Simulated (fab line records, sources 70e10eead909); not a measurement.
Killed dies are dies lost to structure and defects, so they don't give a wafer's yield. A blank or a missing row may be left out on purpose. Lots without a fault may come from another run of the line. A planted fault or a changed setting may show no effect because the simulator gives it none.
Problem report in the 8D (eight disciplines) form, filled by code | flow nand_harc | the parts of the form that need people (team, actions taken, sign-off) are left out

1. THE PROBLEM
run_length_s at NHARC_A_SLIT_ETCH_24 reads a mean of 69.9 s on 2 wafers of 2 lots; wafers without a fault read 81.9 s with a standard deviation of 0.47. That is -25 standard deviations from the usual mean.
The step: etches the open film in CF4/CHF3, target depth 121 nm, time 60.5 s.
First seen on wafer L496.4, day 25 04:13, on rie_diel-09. The record holds 42 wafers of 14 lots with a number at this step. Rule for "out", or "out of limits": more than 4 standard deviations from the usual mean. The other wafers with a number count as sound.

2. WHAT IT IS AND WHAT IT IS NOT
question                    | is                | is not
which readings at this step | run_length_s      | cf4_flow_sccm, drypump_motor_current_A, oes_product_au, rf_vpp_V, showerhead_plenum_p_Torr, throttle_valve_pct
which lots                  | L496, L498        | L482, L484, L485, L487, L490, L492, L493, L494, L501, L503, L504, L505
which wafers of those lots  | L496.4, L498.3    | L496.1, L496.5, L498.1, L498.4
read on which tools         | rie_diel-09       | rie_diel-03, rie_diel-05
when                        | from day 25 04:13 | up to then (23 sound wafers); but 17 sound wafers of L494, L498, L501, L503, L504, L505 came after

3. SUSPECTS, AND WHAT RULES EACH OUT
Counting: a tool at a process step up to the reading stays a suspect if it ran every lot that is out. Sound lots after the first of them don't rule it out here, since some wafers of a struck lot are sound.
- rie_diel-09 at NHARC_A_SLIT_DESCUM_14 (chemistry O2, time 3 s): kept. It ran every lot that is out, first L496 (day 25 04:06); its last sound lot up to then is L490 (day 23 19:48).
- rie_diel-09 at NHARC_A_SLIT_ETCH_24 (etches the open film in CF4/CHF3, target depth 121 nm, time 60.5 s): kept. It ran every lot that is out, first L496 (day 25 04:13); its last sound lot up to then is L490 (day 23 19:53). Its own readings are out on those wafers: run_length_s.
- Within rie_diel-09 at NHARC_A_SLIT_ETCH_24: the wafers that are out ran in chamber 0; their sound lot-mates ran in chambers 1, 2, 3.
Left after counting: rie_diel-09 at NHARC_A_SLIT_DESCUM_14, rie_diel-09 at NHARC_A_SLIT_ETCH_24.

4. THE CAUSE (what the simulator had put in)
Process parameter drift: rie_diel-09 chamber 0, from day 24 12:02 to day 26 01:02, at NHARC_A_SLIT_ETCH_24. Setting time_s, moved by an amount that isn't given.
Counting left 2 suspects, and this tool is among them.

5. THE CHAIN OF EFFECTS, in route order
Each row: a reading whose mean over the struck wafers that have a number lies more than 3 standard deviations from the usual. Only readings for which the record gives a usual standard deviation are gone through. hours: the time from each lot's start at the first step in this table that gives one to its start at this step, as a median over the lots. sigmas: the change in usual standard deviations.
hours | step                 | reading      | usual  | on struck wafers | change | sigmas
0     | NHARC_A_SLIT_ETCH_24 | run_length_s | 81.9 s | 69.9             | -12.0  | -25
The process steps in it:
- NHARC_A_SLIT_ETCH_24: etches the open film in CF4/CHF3, target depth 121 nm, time 60.5 s.

6. WHAT WOULD HAVE CAUGHT IT SOONER
In this record the first reading out of limits was taken at day 25 04:13, 16 hours after the fault began at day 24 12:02.
